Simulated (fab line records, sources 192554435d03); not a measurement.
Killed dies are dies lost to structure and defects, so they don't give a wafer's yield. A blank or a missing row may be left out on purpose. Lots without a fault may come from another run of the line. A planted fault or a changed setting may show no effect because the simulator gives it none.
Which tool did it? | flow n5_finfet | 10 lots, 26 wafers sampled, at 2 steps of a route of 1938

WHAT THE GAUGES READ, wafer by wafer
N5_PMOS_HMC_CHANNEL_EPI_THK_MEAS_22.
lot  | measured    | on            | HMC_CMP_THK (nm)
L818 | day 2 07:32 | film_metro-01 | 54.8 55.3
L819 | day 2 13:56 | film_metro-02 | 54.6 53.4 51.7
L820 | day 2 19:45 | film_metro-02 | 54.4 54.7 54.9
L821 | day 3 01:59 | film_metro-01 | 54.0 55.0 55.5
L822 | day 3 08:13 | film_metro-02 | 51.2 55.4 53.9
L824 | day 3 19:59 | film_metro-01 | 53.2 54.2 53.9
L832 | day 5 19:39 | film_metro-01 | 53.6 53.7 53.8
L835 | day 6 13:37 | film_metro-01 | 53.3 54.6
L836 | day 6 20:11 | film_metro-01 | 52.2 54.1
L839 | day 7 13:56 | film_metro-01 | 54.7 52.7

WHICH TOOL RAN EACH LOT (tool, then ch and the chambers of the sampled wafers, then the start)
lot  | N5_PMOS_HMC_CHANNEL_EPI_DESCUM_14
L818 | rie_diel-03 ch 1,3, day 2 05:16
L819 | rie_diel-03 ch 0,2,3, day 2 11:41
L820 | rie_diel-01 ch 0,2,3, day 2 17:29
L821 | rie_diel-03 ch 1,3, day 2 23:16
L822 | rie_diel-01 ch 0,2,3, day 3 05:58
L824 | rie_diel-02 ch 1,3, day 3 17:44
L832 | rie_diel-01 ch 2,3, day 5 17:23
L835 | rie_diel-01 ch 0,1, day 6 11:21
L836 | rie_diel-03 ch 1,2, day 6 17:31
L839 | rie_diel-01 ch 3, day 7 11:16
- N5_PMOS_HMC_CHANNEL_EPI_DESCUM_14: chemistry O2, time 7.9 s.

THE ANSWER, worked out from the rows above alone
Rule: what is usual is taken from the lots themselves. Put in order of their means at a reading, lots are off if they are a third of the lots or fewer, leave a main group of 4 or more, and stand apart from it by a gap of 3 or more times the standard deviation of the main group's means; of several such gaps the widest counts. A main group whose means are all the same, to the digits that the tables above print for the reading, isn't used. A lot without any number at a reading at which 4 lots or more have one is off too. The other lots that the step has rows for count as sound.
No lot is off at any reading shown: from this, nothing can be told.

WHAT THE SIMULATOR HAD PUT IN
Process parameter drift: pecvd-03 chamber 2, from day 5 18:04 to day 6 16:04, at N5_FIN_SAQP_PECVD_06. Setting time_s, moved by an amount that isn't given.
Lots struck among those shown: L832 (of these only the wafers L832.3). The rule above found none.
